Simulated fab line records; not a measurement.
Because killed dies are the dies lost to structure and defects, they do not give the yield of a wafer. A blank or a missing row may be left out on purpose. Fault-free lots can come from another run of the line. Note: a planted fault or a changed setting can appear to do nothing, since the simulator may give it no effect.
Lot-split experiment	flow n5_finfet	route with 1938 steps; 7 lots, 39 wafers read

== ON THE SPLIT ==
At N5_HKMG_FIN_ETCH_55 (etches SOC in N2/H2, target depth 240 nm, time 300 s), the setting time_s was moved away from the recipe's 300 s on 12 of the 39 wafers read, by -32.7% to +59.6%. The other wafers ran this setting at the recipe's value.

The reading comes from the split's own step.

== THE READING ==
SiARC_of_HKMG_FIN_COAT_42.thk_nm (the simulator's own value, which no gauge read), in nm, at N5_HKMG_FIN_ETCH_55 (etches SOC in N2/H2, target depth 240 nm, time 300 s). No usual value for it is given in the file. Here, 27 wafers ran the recipe; their average is 21.4 nm with a standard deviation of 0.32 nm.

wafer	tool, chamber at the split	time_s as run, s	against the recipe	SiARC_of_HKMG_FIN_COAT_42.thk_nm, nm	against lot-mates on the recipe
L077.1	rie_diel-03, 0	300	recipe	21.4	-
L077.2	rie_diel-03, 1	300	recipe	21.2	-
L077.3	rie_diel-03, 3	478.9	+59.6%	13	-8.3
L077.4	rie_diel-03, 2	478.9	+59.6%	13.8	-7.5
L077.5	rie_diel-03, 2	478.9	+59.6%	13.8	-7.5
L077.6	rie_diel-03, 1	300	recipe	21.2	-
L079.1	rie_diel-03, 0	300	recipe	21.8	-
L079.2	rie_diel-03, 3,1	300	recipe	21.2	-
L079.3	rie_diel-03, 3,1	300	recipe	21.2	-
L079.4	rie_diel-03, 2	300	recipe	21.8	-
L079.5	rie_diel-03, 3	300	recipe	21.2	-
L079.6	rie_diel-03, 2	300	recipe	21.8	-
L081.1	rie_diel-03, 3	300	recipe	21.4	-
L081.2	rie_diel-03, 0	300	recipe	21.6	-
L081.3	rie_diel-03, 1	300	recipe	21.4	-
L081.4	rie_diel-03, 2	300	recipe	22	-
L081.5	rie_diel-03, 1	300	recipe	21.4	-
L081.6	rie_diel-03, 2	300	recipe	21.8	-
L088.1	rie_diel-03, 3	201.8	-32.7%	25.8	+4.4
L088.2	rie_diel-03, 1	300	recipe	21.2	-
L088.3	rie_diel-03, 2	300	recipe	21.8	-
L088.4	rie_diel-03, 1	201.8	-32.7%	25.8	+4.4
L088.5	rie_diel-03, 2	201.8	-32.7%	26.2	+4.8
L088.6	rie_diel-03, 3	300	recipe	21.2	-
L089.1	rie_diel-04, 0	300	recipe	21.4	-
L089.2	rie_diel-04, 3	455.8	+51.9%	14.8	-6.5
L089.3	rie_diel-04, 2	300	recipe	21.4	-
L089.4	rie_diel-04, 1	455.8	+51.9%	14	-7.3
L089.5	rie_diel-04, 2	455.8	+51.9%	14.4	-6.9
L089.6	rie_diel-04, 1	300	recipe	21.2	-
L092.1	rie_diel-01, 3	250.4	-16.5%	23.2	+2.3
L092.2	rie_diel-01, 2	300	recipe	21	-
L092.3	rie_diel-01, 1	250.4	-16.5%	23	+2.1
L092.4	rie_diel-01, 0	300	recipe	20.8	-
L092.5	rie_diel-01, 0	300	recipe	20.8	-
L092.6	rie_diel-01, 1	250.4	-16.5%	23.4	+2.5
L094.1	rie_diel-03, 0	300	recipe	21.6	-
L094.2	rie_diel-03, 2	300	recipe	21.8	-
L094.5	rie_diel-03, 2	300	recipe	21.8	-
Where a row lists several chambers, the file gives one row for several wafers and doesn't say which wafer went through which chamber.

FIT RESULTS
A straight line over all 39 wafers: SiARC_of_HKMG_FIN_COAT_42.thk_nm changes by -0.133 nm for each +1% of time_s; r = -0.99; the points scatter about the line by 0.34 nm.
The same after taking each lot's own level away (the mean of its wafers on the recipe; 39 wafers): -0.133 nm for each +1%; r = -1.00; scatter 0.25 nm.
The reading moves by 7.9 nm for the largest change in time_s, on that fit.
The span of the lots' own levels, 20.87 to 21.73 nm, comes to 2.7 times the standard deviation stated above.
So the lot-to-lot level changes the slope little: the two slopes agree.
Check: with one of the wafers moved furthest among these (+59.6%) left out of the fit, the line predicts -7.82 nm for it against its lot-mates. Against them it came out at -8.27 nm.

== FURTHER SPLITS ON THESE WAFERS ==
These wafers also went through other splits before the reading. Each is held against what the fit with the lots' levels taken away leaves over:
other split on the same wafers	wafers away from the commonest value	r with SiARC_of_HKMG_FIN_COAT_42.thk_nm (lot level and that fit taken away)
N5_PMOS_HMC_CHANNEL_EPI_DEVELOP_08 develop_time_s	15	+0.19

== THE WHOLE CHAIN: every reading that the file lists as answering this split, in the file's order ==
step	what it does	reading	change (the file's fit)	r (the file's)
N5_HKMG_FIN_ETCH_55	etches SOC in N2/H2, target depth 240 nm, time 300 s	HKMG_FIN.feature_depth_nm (the simulator's own value, which no gauge read)	+2.32 nm for each +1% of the setting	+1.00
N5_HKMG_FIN_ETCH_55	etches SOC in N2/H2, target depth 240 nm, time 300 s	etch.depth_nm (the simulator's own value, which no gauge read)	+2.32 nm for each +1% of the setting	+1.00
N5_HKMG_FIN_ETCH_55	etches SOC in N2/H2, target depth 240 nm, time 300 s	SiARC_of_HKMG_FIN_COAT_42.thk_nm (the simulator's own value, which no gauge read)	-0.133 nm for each +1% of the setting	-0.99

== FILE'S OWN FIT ==
SiARC_of_HKMG_FIN_COAT_42.thk_nm changes by -0.133 nm for each +1% of time_s, r = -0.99.
